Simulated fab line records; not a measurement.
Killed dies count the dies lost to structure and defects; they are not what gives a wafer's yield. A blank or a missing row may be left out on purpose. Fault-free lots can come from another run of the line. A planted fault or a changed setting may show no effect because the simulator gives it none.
A lot that was struck, set against a sound lot + flow n5Finfet + 15 out of 1938 route steps
Sound: these wafers, L608.3, L608.4, L608.6. Struck: wafer L613.3 (L613.2, L613.4, from the same lot, were not struck and are left out); the cause is given at the end.
At each step with rows: each side's tool, then ch and its chambers, then its first start. Under that, the readings that differ: sound wafers + struck wafers + difference of the means + sigmas: that difference in standard deviations of wafers without a fault.
alike: readings whose means differ by less than 2 such deviations, and words and numbers that are the same on both sides. not compared: withheld readings, readings that some wafer has no value for, bounds like >300 that may hide the same value, and numbers for which the record gives no deviation and whose values overlap.
The two part at a step that has a row with sigmas, a row that says differs or no value, or rows on one side only. Numbers that have no deviation but don't overlap get no sigmas and don't part them. A reading that every wafer of one side lacks parts them only if that side has two wafers or more.

first, 1 step without rows for these wafers: N5_BEOL_M8_STRIP_80 (strips in N2/H2, time 10 s).
N5_BEOL_M8_OCD_MEAS_38:
  struck on ocd-01, day 12 17:32; sound on ocd-01, day 10 22:17
  alike: trenchDepthNm
then, 4 steps without rows for these wafers: N5_BEOL_M8_HM_STRIP_39 (strips TiN in peroxide tin strip, target depth 25 nm, time 158 s); N5_BEOL_M8_SRD_40 (time 30 s); N5_BEOL_M8_PRECLEAN_42 (cleans in residue remover, time 60 s); N5_BEOL_M8_SRD_43 (time 30 s).
N5_BEOL_M8_CD_MEAS_35: the cd target is 40 nm.
  struck on cdSem-01, day 12 17:42; sound on cdSem-01, day 10 22:26
  alike: cdNm
N5_BEOL_M8_CURE_75: cures SiCOH lowk, time 120 s.
  sound on uvCure-03 ch 2, day 10 22:34; struck on uvCure-02 ch 0, day 12 17:47
| reading          | sound             | struck | difference | sigmas |
|------------------|-------------------|--------|------------|--------|
| lampPowerPct (%) | 52.29 52.41 52.40 | 52.22  | -0.15      | -3     |
  alike: wafer_temp_C_max
N5_BEOL_M8_DEGAS_44: time 60 s.
  struck on pvdSputter-02, day 12 18:11; sound on pvdSputter-03, day 10 22:49
| reading          | sound       | struck | difference | sigmas |
|------------------|-------------|--------|------------|--------|
| heaterPowerW (W) | 276 318 394 | 459    | +130       | +3     |
  alike: susceptorTempC
N5_BEOL_M8_PRE_CLEAN_45: time 30 s.
  struck on pvdSputter-02, day 12 18:14; sound on pvdSputter-03, day 10 22:51
| reading          | sound       | struck | difference | sigmas |
|------------------|-------------|--------|------------|--------|
| heaterPowerW (W) | 274 316 382 | 461    | +137       | +3     |
  alike: susceptorTempC
N5_BEOL_M8_ALD_77: deposits TaN, target thk 2 nm, pulse time 2 s, purge time 3 s.
  sound on aldMetal-01 ch 0,1, day 10 22:55; struck on aldMetal-01 ch 2, day 12 18:20
| reading          | sound       | struck | difference | sigmas |
|------------------|-------------|--------|------------|--------|
| heaterPowerW (W) | 439 456 432 | 358    | -84        | -2     |
  alike: mfcCarrierSccm, susceptorTempC
N5_BEOL_M8_SURFACE_TREAT_79:
  struck on pvdSputter-01, day 12 18:42; sound on pvdSputter-03, day 10 23:12
  not compared: throttleValvePct
N5_BEOL_M8_CVD_78: deposits Co from CCTBA/H2, target thk 2 nm, time 142.3 s.
  sound on cvdCo-02 ch 0,1, day 10 23:16; struck on cvdCo-02 ch 0, day 12 18:52
| reading        | sound             | struck | difference | sigmas      |
|----------------|-------------------|--------|------------|-------------|
| runLengthS (s) | 165.2 165.2 164.8 | 98.5   | -66.6      | -99 or more |
then, 1 step without rows for these wafers: N5_BEOL_M8_SPUTTER_48 (material Cu, target thk 10 nm, time 1.667 s).
N5_PASSIVATION_PROBE_49:
  the record has rows for the sound wafers here (prober-01, day 13 18:39) and none for the struck ones

WHERE THEY PART
Earliest at N5_BEOL_M8_CURE_75; latest, in this record, at N5_PASSIVATION_PROBE_49.

WHY: what the simulator had put in
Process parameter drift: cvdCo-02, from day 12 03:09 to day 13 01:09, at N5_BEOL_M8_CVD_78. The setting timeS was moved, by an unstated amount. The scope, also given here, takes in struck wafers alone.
